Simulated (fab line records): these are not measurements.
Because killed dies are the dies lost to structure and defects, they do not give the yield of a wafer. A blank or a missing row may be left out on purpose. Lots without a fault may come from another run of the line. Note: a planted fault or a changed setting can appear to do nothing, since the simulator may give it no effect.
What tool caused it? :: flow nand harc :: 6 lots, 18 wafers sampled, at 5 steps of a route of 1302

WHAT EACH GAUGE READ, for each wafer
NHARC_END_SORT_01.
lot: L449
measured: day 26 14:59
on: prober-01
killed at array: 53 71 59

lot: L456
measured: day 30 00:25
on: prober-02
killed at array: 16 32 29

WHICH TOOL RAN EACH LOT (tool, then ch and the chambers of the sampled wafers, then the start)
lot: L448
NHARC_A_CHANNEL_FILL_D2_ALD_25: ald hk-04 ch 0,1,2, day 16 19:18
NHARC_A_CHANNEL_FILL_D2_STRIP_29: rie diel-09 ch 0,1,3, day 17 08:16 or earlier
NHARC_A_CHANNEL_FILL_D2_RTA_24: rtp anneal-02 ch 0, day 17 08:16
NHARC_A_STAIRCASE_ETCH_169: rie diel-08 ch 1,2,3, day 17 09:43

lot: L449
NHARC_A_CHANNEL_FILL_D2_ALD_25: ald hk-02 ch 1,2,3, day 17 07:55
NHARC_A_CHANNEL_FILL_D2_STRIP_29: rie diel-09 ch 0,3, day 17 19:59 or earlier
NHARC_A_CHANNEL_FILL_D2_RTA_24: rtp anneal-02 ch 0, day 17 19:59
NHARC_A_STAIRCASE_ETCH_169: rie diel-08 ch 0,2,3, day 17 21:39

lot: L452
NHARC_A_CHANNEL_FILL_D2_ALD_25: ald hk-04 ch 0,1,3, day 18 21:45
NHARC_A_CHANNEL_FILL_D2_STRIP_29: rie diel-09 ch 0,2, day 19 09:04 or earlier
NHARC_A_CHANNEL_FILL_D2_RTA_24: rtp anneal-01 ch 0, day 19 09:04
NHARC_A_STAIRCASE_ETCH_169: rie diel-02 ch 1,3, day 19 10:33

lot: L454
NHARC_A_CHANNEL_FILL_D2_ALD_25: ald hk-01 ch 0,2,3, day 19 15:51
NHARC_A_CHANNEL_FILL_D2_STRIP_29: rie diel-09 ch 0,1,2, day 20 03:43 or earlier
NHARC_A_CHANNEL_FILL_D2_RTA_24: rtp anneal-01 ch 0, day 20 03:43
NHARC_A_STAIRCASE_ETCH_169: rie diel-08 ch 0,2,3, day 20 05:12

lot: L456
NHARC_A_CHANNEL_FILL_D2_ALD_25: ald hk-01 ch 0,1,3, day 20 13:13
NHARC_A_CHANNEL_FILL_D2_STRIP_29: rie diel-09 ch 1,2,3, day 20 23:19 or earlier
NHARC_A_CHANNEL_FILL_D2_RTA_24: rtp anneal-01 ch 0, day 20 23:19
NHARC_A_STAIRCASE_ETCH_169: rie diel-05 ch 0,2,3, day 21 04:08

lot: L460
NHARC_A_CHANNEL_FILL_D2_ALD_25: ald hk-02 ch 0,1,2, day 22 07:38
NHARC_A_CHANNEL_FILL_D2_STRIP_29: rie diel-10 ch 1,2, day 22 18:11 or earlier
NHARC_A_CHANNEL_FILL_D2_RTA_24: rtp anneal-02 ch 0, day 22 18:11
NHARC_A_STAIRCASE_ETCH_169: rie diel-02 ch 0,3, day 22 19:24
- NHARC_A_CHANNEL_FILL_D2_ALD_25: deposits SiOx, target thk 60 nm, pulse time 10 s, ald cycles 600.
- NHARC_A_CHANNEL_FILL_D2_STRIP_29: strips in O2, time 20 s.
- NHARC_A_CHANNEL_FILL_D2_RTA_24: time 5 s.
- NHARC_A_STAIRCASE_ETCH_169: etches the open film in CH3F/O2, target depth 50 nm, time 107.1 s.

THE ANSWER, worked out from the rows above alone
Rule: usual is defined by the lots themselves. The widest of any qualifying gaps counts: lots, ordered by their means at a reading, are off when they make up no more than a third of the lots, leave a main group of 4 or more, and stand apart from it by 3 or more times the standard deviation of that group's means. The tables above print the reading to a certain number of digits; a main group whose means all agree to those digits is not used. A lot without any number at a reading at which 4 lots or more have one is off too. The other lots that the step has rows for count as sound.
None of the lots is off at any reading shown; this tells nothing.

WHAT WAS PUT IN BY THE SIMULATOR
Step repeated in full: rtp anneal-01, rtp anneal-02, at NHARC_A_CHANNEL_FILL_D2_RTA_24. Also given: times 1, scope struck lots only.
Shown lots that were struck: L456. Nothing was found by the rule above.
